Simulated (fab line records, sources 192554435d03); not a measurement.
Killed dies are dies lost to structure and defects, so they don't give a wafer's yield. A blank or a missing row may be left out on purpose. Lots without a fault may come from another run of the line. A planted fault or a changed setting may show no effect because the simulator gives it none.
Chamber matching | flow n5_finfet | N5_BEOL_M11_ETCH_61 on rie_diel-04: 4 sister chambers
The step etches SiARC in CF4, target depth 39 nm, time 65 s. 14 wafers are shown with their chamber, then 6 later ones without.

WAFERS WITH THEIR CHAMBER
wafer  | chamber | drypump_motor_current_A (A) | showerhead_plenum_p_Torr (Torr) | throttle_valve_pct (%)
L278.2 | 2       | 5.0                         | 2.04                            | 15.61
L278.3 | 3       | 5.4                         | 2.28                            | 15.15
L278.5 | 3       | 5.4                         | 2.28                            | 15.15
L285.2 | 1       | 5.0                         | 2.10                            | 15.28
L285.3 | 3       | 5.4                         | 2.27                            | 15.18
L285.4 | 0       | 6.3                         | 2.07                            | 15.71
L284.4 | 1       | 5.0                         | 2.10                            | 15.27
L284.5 | 3       | 5.4                         | 2.27                            | 15.19
L284.6 | 2       | 5.0                         | 2.04                            | 15.64
L292.1 | 1       | 5.0                         | 2.09                            | 15.32
L292.5 | 3       | 5.4                         | 2.27                            | 15.22
L292.6 | 0       | 6.3                         | 2.07                            | 15.75
L290.2 | 1       | 5.1                         | 2.09                            | 15.32
L290.3 | 3       | 5.4                         | 2.27                            | 15.22

SIGNATURES (means of the wafers above)
reading                  | chamber 0 | chamber 1 | chamber 2 | chamber 3 | scatter within a chamber
drypump_motor_current_A  | 6.300     | 5.025     | 5.000     | 5.400     | 0.0274
showerhead_plenum_p_Torr | 2.0700    | 2.0950    | 2.0400    | 2.2733    | 0.00483
throttle_valve_pct       | 15.7300   | 15.2975   | 15.6250   | 15.1850   | 0.0288
Rule: a wafer's distance from a chamber is the root of the sum, over the readings, of the square of ((its reading less the chamber's mean) divided by the reading's scatter). The wafer belongs to the nearest chamber; if the next one is less than 2 further off, it can't be placed. The scatter: the root of (the sum of the squares of (reading less its chamber's mean) over the shown wafers, divided by (wafers less chambers)).

WAFERS WITHOUT THEIR CHAMBER
wafer  | drypump_motor_current_A (A) | showerhead_plenum_p_Torr (Torr) | throttle_valve_pct (%)
L290.6 | 5.4                         | 2.27                            | 15.20
L297.5 | 5.0                         | 2.03                            | 15.67
L297.6 | 5.1                         | 2.09                            | 15.33
L300.3 | 5.4                         | 2.26                            | 15.26
L300.4 | 5.1                         | 2.08                            | 15.35
L300.5 | 6.3                         | 2.06                            | 15.76

WHICH CHAMBER EACH WENT THROUGH
wafer  | from the rows above | in truth
L290.6 | 3                   | 3
L297.5 | 2                   | 2
L297.6 | 1                   | 1
L300.3 | 3                   | 3
L300.4 | 1                   | 1
L300.5 | 0                   | 0
Placed correctly: 6 of 6. Can't be placed from these rows: 0. Placed wrongly: 0.
